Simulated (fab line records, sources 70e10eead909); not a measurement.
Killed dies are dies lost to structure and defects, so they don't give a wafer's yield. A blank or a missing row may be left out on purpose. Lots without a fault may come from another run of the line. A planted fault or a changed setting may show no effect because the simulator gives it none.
Chamber matching | flow nand_harc | NHARC_A_BLC_CMP_25 on cmp-01: 4 sister chambers
The step polishes, t overpolish 30 s, target thk 150 nm. 4 wafers are shown with their chamber, then 9 later ones without.

WAFERS WITH THEIR CHAMBER
wafer  | chamber | motor_current_A (A)
L088.4 | 2       | 12.1
L089.1 | 3       | 11.0
L089.2 | 0       | 11.8
L089.3 | 1       | 13.9

WAFERS WITHOUT THEIR CHAMBER
wafer  | motor_current_A (A)
L091.1 | 12.0
L091.3 | 11.6
L091.5 | 14.2
L094.1 | 11.2
L094.4 | 12.0
L094.5 | 11.7
L095.1 | 12.2
L095.3 | 11.7
L095.4 | 11.4

WHICH CHAMBER EACH WENT THROUGH
wafer  | from the rows above          | in truth
L091.1 | can't be placed: 2 or 0      | 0
L091.3 | can't be placed: 0 or 2 or 3 | 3
L091.5 | 1                            | 1
L094.1 | can't be placed: 3 or 0      | 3
L094.4 | can't be placed: 2 or 0      | 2
L094.5 | can't be placed: 0 or 2      | 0
L095.1 | can't be placed: 2 or 0      | 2
L095.3 | can't be placed: 0 or 2      | 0
L095.4 | can't be placed: 0 or 3 or 2 | 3
Placed correctly: 1 of 9. Can't be placed from these rows: 8 (the true chamber is among the candidates in 8). Placed wrongly: 0.
How it was worked out, from the rows above alone: a wafer's distance from a chamber is the root of the sum, over the readings, of the square of ((its reading less the chamber's mean) divided by the reading's scatter). The wafer belongs to the nearest chamber; if the next one is less than 2 further off, it can't be placed. A chamber's mean is the mean of its shown wafers. The scatter: with one shown wafer a chamber, the root of the mean of the squares of how far each hidden wafer lies from its nearest shown one.
